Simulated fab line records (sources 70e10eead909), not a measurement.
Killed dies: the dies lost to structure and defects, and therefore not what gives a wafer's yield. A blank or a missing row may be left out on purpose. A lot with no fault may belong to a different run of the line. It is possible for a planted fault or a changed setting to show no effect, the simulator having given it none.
fab line records	flow nand_harc
record lots=6	wafers=18	last_day=32
route steps=1302 shown P_CONTACT@234
lots with no fault: from the same line, run without faults
start_h: hours from the record's first day to the start of the lot's first wafer shown	wait_h: how many hours have passed since the lot's step before this one	" as in the row above	L1.1+2: several wafers, shown together as one row	- no value, or no start given	* or withheld: withheld	< > ~ a bound
route shown NAME@n: names a module that has steps shown in the file, with the first one's number in the route	usual: average and standard deviation across the fault-free wafers	same: alike in all rows	chamber/n: place in a boat	sites: per-site readings	_std_site: standard deviation across them	_edge_site: the outer-site mean with the inner-site mean subtracted	radius_mm: how far each site lies from the wafer's centre	mask NAME#n: copy n	behind: the most recent tool/chamber to have shaped the wafer	hold: what put the lot on hold/how long, in hours/how the hold closed	device: names the non-switching transistor (n, p or np)	end of line: the same wafers' tests at the end of the route	step lacking rows: just its recipe	killed: at the first sort, the dies lost to defects and structure; wafer yield is something else	map: the dies of a wafer, with x for killed, . for not killed, _ for no die there
set.NAME: the setting that was run; set.NAME@STEP: the one run at that earlier step	model.NAME: the simulator's own value behind a step, which no gauge read
lots seen at some steps along the route; tables by step, rows by wafer
services: a tool's chamber out of use, with start hour (start_h, from the record's first day; less than 0 if before it), hours out, and reason
## steps
# step NHARC_P_CONTACT_INSPECT_14
# usual raw_defect_count=3.6/2.4
lot.wafer	tool	chamber	start_h	wait_h	raw_defect_count
L553.2	defect_inspect-02	-	143.36	0.0	5
L553.4	"	-	"	"	2
L553.6	"	-	"	"	3
L557.1	defect_inspect-02	-	190.82	0.0	4
L557.2	"	-	"	"	2
L557.5	"	-	"	"	5
L558.1	defect_inspect-01	-	213.44	0.0	4
L558.3	"	-	"	"	3
L558.5	"	-	"	"	0
L565.1	defect_inspect-01	-	273.98	0.0	1
L565.4	"	-	"	"	7
L565.6	"	-	"	"	1
L569.4	defect_inspect-01	-	306.55	0.0	4
L569.5	"	-	"	"	2
L569.6	"	-	"	"	5
L570.1	defect_inspect-02	-	314.06	0.0	1
L570.3	"	-	"	"	2
L570.6	"	-	"	"	2
# step NHARC_P_CONTACT_DESCUM_17
# recipe time_s=3	o2_flow_sccm=200	ar_flow_sccm=0	bias_power_w=0	chemistry=O2
# usual drypump_motor_current_A=6.0/0.57	oes_product_au=1.004/0.0088	rf_vpp_V=57.7/0.92	showerhead_plenum_p_Torr=1.89/0.079	throttle_valve_pct=11.310/0.0091
lot.wafer	tool	chamber	start_h	wait_h	drypump_motor_current_A	oes_product_au	rf_hours_counter_h	rf_vpp_V	showerhead_plenum_p_Torr	throttle_valve_pct
L553.2	rie_diel-11	1	143.43	0.1	6.5	0.996	2.6	57.5	2.01	11.303
L553.4	"	2	"	"	6.4	1.005	2.6	58.4	1.82	11.311
L553.6	"	1	"	"	6.6	1.007	-	58.3	2.01	11.310
L557.1	rie_diel-06	0	190.89	0.1	6.1	1.002	1.1	57.3	2.01	11.307
L557.2	"	1	"	"	6.2	1.001	0.9	58.0	1.92	11.296
L557.5	"	0	"	"	6.0	1.005	-	58.7	2.01	11.302
L558.3	rie_diel-01	3	213.51	0.1	5.8	1.011	0	58.2	1.89	11.309
L558.1	"	0	"	"	4.9	1.006	0	58.7	2.00	11.338
L558.5	"	3	"	"	5.8	1.006	-	57.2	1.89	11.310
L565.1	rie_diel-01	3	274.06	0.1	5.8	1.011	1.6	58.1	1.89	11.305
L565.4	"	0	"	"	4.9	0.998	1.6	58.2	2.00	11.313
L565.6	"	2	"	"	5.3	0.989	-	58.3	1.88	11.303
L569.4	rie_diel-11	2	306.62	0.1	6.4	0.998	2.2	58.1	1.82	11.339
L569.5	"	1	"	"	6.5	1.006	-	58.5	2.01	11.314
L569.6	"	2	"	"	6.4	1.006	-	58.0	1.82	11.323
L570.1	rie_diel-11	0	314.14	0.1	6.4	1.016	2.5	58.2	1.82	11.319
L570.3	"	1	"	"	6.6	1.010	2.2	57.9	2.01	11.309
L570.6	"	2	"	"	6.5	1.003	-	58.0	1.82	11.314
# step NHARC_P_CONTACT_ETCH_35
# recipe target_depth_a=390	over_etch_frac=0.3	time_s=65	ion_energy_ev=80	cf4_flow_sccm=150	ar_flow_sccm=0	rf_w=300	bias_w=100	chemistry=CF4
# step NHARC_P_CONTACT_ETCH_36
# recipe target_depth_a=2600	over_etch_frac=0.25	time_s=406.25	ion_energy_ev=200	n2_flow_sccm=150	h2_flow_sccm=150	ar_flow_sccm=0	rf_w=400	bias_w=150	chemistry=N2/H2
# usual drypump_motor_current_A=6.0/0.59	oes_product_au=1.003/0.0095	rf_vpp_V=429.6/2.5	showerhead_plenum_p_Torr=2.01/0.087	throttle_valve_pct=14.171/0.0094
lot.wafer	tool	chamber	start_h	wait_h	drypump_motor_current_A	oes_product_au	rf_hours_counter_h	rf_vpp_V	showerhead_plenum_p_Torr	throttle_valve_pct
L553.4	rie_diel-11	0	-	-	6.3	1.022	2.7	428.0	1.94	14.188
L553.2	"	1	"	"	6.5	1.011	2.7	433.3	2.14	14.170
L553.6	"	0	"	"	6.4	1.009	-	429.7	1.94	14.178
L557.2	rie_diel-06	0	-	-	6.1	1.011	1.2	434.4	2.15	14.152
L557.1	"	1	"	"	6.2	1.005	1.0	431.1	2.05	14.179
L557.5	"	0	"	"	6.0	1.013	-	433.2	2.15	14.162
L558.3	rie_diel-01	3	-	-	5.8	0.999	0.1	429.3	2.02	14.179
L558.1	"	1	"	"	6.4	1.003	0.1	427.5	1.93	14.174
L558.5	"	3	"	"	5.8	1.002	-	429.3	2.02	14.163
L565.4	rie_diel-01	3	-	-	5.8	1.024	1.7	429.5	2.02	14.176
L565.1	"	0	"	"	4.9	1.001	1.6	433.3	2.13	14.183
L565.6	"	0	"	"	4.9	1.002	-	433.2	2.13	14.162
L569.4	rie_diel-11	3	-	-	4.9	0.988	2.3	427.6	1.92	14.155
L569.6	"	3	"	"	4.9	0.999	-	427.3	1.92	14.175
L569.5	"	0	"	"	6.4	1.002	-	427.9	1.94	14.192
L570.3	rie_diel-11	2	-	-	6.5	0.993	2.6	426.6	1.93	14.178
L570.1	"	1	"	"	6.5	1.010	2.3	432.9	2.14	14.163
L570.6	"	2	"	"	6.4	0.992	-	428.5	1.93	14.179
# step NHARC_P_CONTACT_ETCH_18
# recipe target_depth_a=4810	time_s=240.5	c4f8_flow_sccm=20	o2_flow_sccm=10	ar_flow_sccm=withheld	rf_w=600	bias_w=1500	chemistry=C4F8/O2/Ar
# usual oes_product_au=0.962/0.019	rf_vpp_V=976/5.6
lot.wafer	tool	chamber	start_h	wait_h	oes_product_au	rf_hours_counter_h	rf_vpp_V
L553.4	rie_diel-11	2	-	-	0.964	2.8	971
L553.2	"	0	"	"	0.987	2.9	973
L553.6	"	2	"	"	0.969	-	971
L557.1	rie_diel-06	1	-	-	0.929	1.2	980
L557.2	"	2	"	"	0.916	1.2	979
L557.5	"	0	"	"	0.932	-	985
L558.3	rie_diel-01	1	-	-	0.973	0.2	971
L558.1	"	3	"	"	0.958	0.3	975
L558.5	"	1	"	"	0.979	-	971
L565.4	rie_diel-01	1	-	-	0.970	1.9	971
L565.1	"	2	"	"	0.945	2.0	975
L565.6	"	3	"	"	0.968	-	978
L569.4	rie_diel-11	2	-	-	0.958	2.3	972
L569.5	"	0	"	"	0.982	-	974
L569.6	"	1	"	"	0.950	-	984
L570.1	rie_diel-11	3	-	-	0.926	3.1	971
L570.3	"	2	"	"	0.913	2.8	968
L570.6	"	0	"	"	0.939	-	971
# step NHARC_P_CONTACT_STRIP_37
# recipe c4f8_flow_sccm=withheld	o2_flow_sccm=8	ar_flow_sccm=withheld	bias_w=0	chemistry=C4F8/O2/Ar
# step NHARC_P_CONTACT_ETCH_31
# recipe target_depth_a=300	time_s=85.7	ion_energy_ev=120	over_etch_frac=1	ch3f_flow_sccm=50	o2_flow_sccm=30	ar_flow_sccm=200	rf_w=500	bias_w=100	chemistry=CH3F/O2
# usual drypump_motor_current_A=6.0/0.58	oes_product_au=0.980/0.016	rf_vpp_V=243.9/1.5	showerhead_plenum_p_Torr=2.42/0.1	throttle_valve_pct=20.663/0.0093
lot.wafer	tool	chamber	start_h	wait_h	drypump_motor_current_A	oes_product_au	rf_hours_counter_h	rf_vpp_V	showerhead_plenum_p_Torr	throttle_valve_pct
L553.4	rie_diel-11	0	-	-	6.4	0.974	2.9	243.4	2.35	20.666
L553.2	"	3	"	"	4.9	0.977	2.8	243.5	2.32	20.656
L553.6	"	0	"	"	6.3	0.991	-	241.1	2.35	20.662
L557.2	rie_diel-06	3	-	-	6.4	0.957	1.5	244.7	2.38	20.652
L557.1	"	0	"	"	6.0	0.979	1.5	245.2	2.58	20.672
L557.5	"	1	"	"	6.3	0.957	-	244.3	2.47	20.671
L558.3	rie_diel-01	0	-	-	4.9	0.981	0.2	245.6	2.57	20.670
L558.1	"	2	"	"	5.3	0.981	0.4	245.2	2.41	20.660
L558.5	"	3	"	"	5.8	0.985	-	244.6	2.44	20.665
L565.1	rie_diel-01	2	-	-	5.3	0.978	2.0	241.9	2.41	20.672
L565.4	"	1	"	"	6.4	0.987	1.9	242.2	2.33	20.655
L565.6	"	3	"	"	5.8	0.992	-	244.4	2.43	20.658
L569.4	rie_diel-11	1	-	-	6.5	0.977	2.0	245.4	2.57	20.659
L569.5	"	3	"	"	4.9	0.983	-	242.4	2.32	20.662
L569.6	"	0	"	"	6.4	0.995	-	243.9	2.34	20.657
L570.1	rie_diel-11	2	-	-	6.4	0.958	2.8	241.1	2.34	20.663
L570.3	"	0	"	"	6.3	0.961	2.8	241.2	2.34	20.658
L570.6	"	2	"	"	6.4	0.948	-	243.7	2.34	20.659
# step NHARC_P_CONTACT_CD_MEAS_19
# usual cd_nm=90.0/1.5
lot.wafer	tool	chamber	start_h	wait_h	cd_nm
L553.2	cd_sem-02	-	144.29	-	88.1
L553.4	"	-	"	"	90.7
L553.6	"	-	"	"	90.6
L557.1	cd_sem-02	-	191.75	-	90.8
L557.2	"	-	"	"	89.0
L557.5	"	-	"	"	88.2
L558.1	cd_sem-01	-	214.37	-	89.4
L558.3	"	-	"	"	88.2
L558.5	"	-	"	"	88.7
L565.1	cd_sem-02	-	274.92	-	90.2
L565.4	"	-	"	"	88.8
L565.6	"	-	"	"	91.3
L569.4	cd_sem-03	-	307.49	-	88.8
L569.5	"	-	"	"	90.5
L569.6	"	-	"	"	89.1
L570.1	cd_sem-01	-	314.99	-	89.5
L570.3	"	-	"	"	89.9
L570.6	"	-	"	"	89.9
# step NHARC_P_CONTACT_STRIP_28
# recipe o2_flow_sccm=500	ar_flow_sccm=0	bias_w=0	chemistry=O2
# step NHARC_P_CONTACT_STRIP_29
# recipe time_s=1200	temp_c=72.5	chemistry=post_etch_residue_remover
# step NHARC_P_CONTACT_DEGAS_38
# recipe temp_c=300	time_s=60
# usual heater_power_w=483/49
lot.wafer	tool	chamber	start_h	wait_h	heater_power_w
L553.4	pvd_sputter-01	-	145.00	-	505
L553.2	"	-	"	"	543
L553.6	"	-	"	"	460
L557.2	pvd_sputter-03	-	192.47	-	444
L557.1	"	-	"	"	480
L557.5	"	-	"	"	474
L558.3	pvd_sputter-02	-	215.09	-	559
L558.1	"	-	"	"	542
L558.5	"	-	"	"	546
L565.4	pvd_sputter-01	-	275.64	-	443
L565.1	"	-	"	"	451
L565.6	"	-	"	"	543
L569.4	pvd_sputter-01	-	308.21	-	532
L569.5	"	-	"	"	432
L569.6	"	-	"	"	536
L570.1	pvd_sputter-03	-	315.71	-	444
L570.3	"	-	"	"	386
L570.6	"	-	"	"	446
# step NHARC_P_CONTACT_PRE_CLEAN_39
# recipe time_s=19.5	bias_v=250	gas=Ar
# step NHARC_P_CONTACT_PVD_32
# recipe target_thk_a=50	chamber_pressure_pa=5	power_w=5000	substrate_temp_c=200	time_s=17.7	material=Ti
# usual cathode_dc_power_W=4999.9/0.89	chamber_pressure_pa=5.001/0.01	substrate_temp_c=200.01/0.15	throttle_valve_pct=30.4/0.89
lot.wafer	tool	chamber	start_h	wait_h	cathode_dc_power_W	chamber_pressure_pa	substrate_temp_c	throttle_valve_pct
L553.4	pvd_sputter-01	-	145.15	-	4998.8	4.980	200.01	30.8
L553.2	"	-	"	"	4999.9	5.012	199.84	30.6
L553.6	"	-	"	"	4998.1	5.009	200.01	30.4
L557.2	pvd_sputter-03	-	192.59	-	-	-	-	-
L557.1	"	-	"	"	-	-	-	-
L557.5	"	-	"	"	-	-	-	-
L558.3	pvd_sputter-02	-	215.21	-	-	-	-	-
L558.1	"	-	"	"	-	-	-	-
L558.5	"	-	"	"	-	-	-	-
L565.1	pvd_sputter-01	-	275.77	-	5000.3	4.997	199.93	29.6
L565.4	"	-	"	"	5000.2	4.998	199.83	30.7
L565.6	"	-	"	"	5000.1	5.018	200.37	30.9
L569.4	pvd_sputter-01	-	308.33	-	4998.4	4.987	199.71	30.9
L569.6	"	-	"	"	4999.3	4.993	199.95	31.0
L569.5	"	-	"	"	5000.2	4.996	200.11	29.8
L570.1	pvd_sputter-03	-	315.84	-	4998.8	4.999	200.15	28.5
L570.3	"	-	"	"	5000.1	5.018	200.01	30.5
L570.6	"	-	"	"	5000.3	4.995	199.89	28.2
# step NHARC_P_CONTACT_ALD_22
# recipe target_thk_a=30	pulse_time_s=1	ald_cycles=150	temp_c=450	material=TiN
## services
tool	chamber	start_h	hours	kind
rie_diel-01	2	124.90	8.0	repair
rie_diel-06	-	130.20	9.0	pm
rie_diel-11	0	136.50	-	clean
rie_diel-11	1	136.50	-	clean
rie_diel-11	2	136.50	-	clean
rie_diel-11	3	136.50	-	clean
rie_diel-11	0	161.00	-	clean
pvd_sputter-03	-	180.95	10.0	pm
rie_diel-01	2	189.10	4.8	repair
pvd_sputter-03	-	192.77	2.6	repair
rie_diel-01	-	203.81	9.0	pm
pvd_sputter-02	-	207.87	0.5	repair
rie_diel-11	0	217.46	8.5	repair
rie_diel-06	1	225.05	5.9	repair
pvd_sputter-01	-	226.00	10.0	pm
rie_diel-11	1	249.45	12.3	repair
rie_diel-11	-	255.50	9.0	pm
pvd_sputter-02	-	273.09	8.9	repair
pvd_sputter-02	-	282.00	10.0	pm
rie_diel-01	3	292.95	21.6	repair
pvd_sputter-03	-	298.99	0.8	repair
pvd_sputter-03	-	303.09	4.9	repair
rie_diel-06	-	307.20	9.0	pm
rie_diel-01	1	310.92	2.1	repair
## key
first_sign step=NHARC_P_CONTACT_PVD_32	reading=tool_record	direction=missing
effect none on later readings
met_at NHARC_P_CONTACT_PVD_32
struck_wafers L557.1,L557.2,L557.5,L558.1,L558.3,L558.5
sort_left_out L557.1,L557.2,L557.5,L558.1,L558.3,L558.5
tester_left_out L557,L558
fault kind=skipped_step_whole	tool=pvd_sputter-02,pvd_sputter-03	chamber=-	onset_h=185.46	steps=NHARC_P_CONTACT_PVD_32	scope=struck_lots_only
# tester_left_out: of these lots the tester's yield and bins aren't shown, on N5 and GAA mostly nor the transistor test; their killed dies are dies lost to structure and defects alone, not to doping, threshold or leakage, so they don't give the yield
# sort_left_out: the simulated sort isn't trusted on such a fault, so these wafers' sort isn't shown, and their yield isn't known
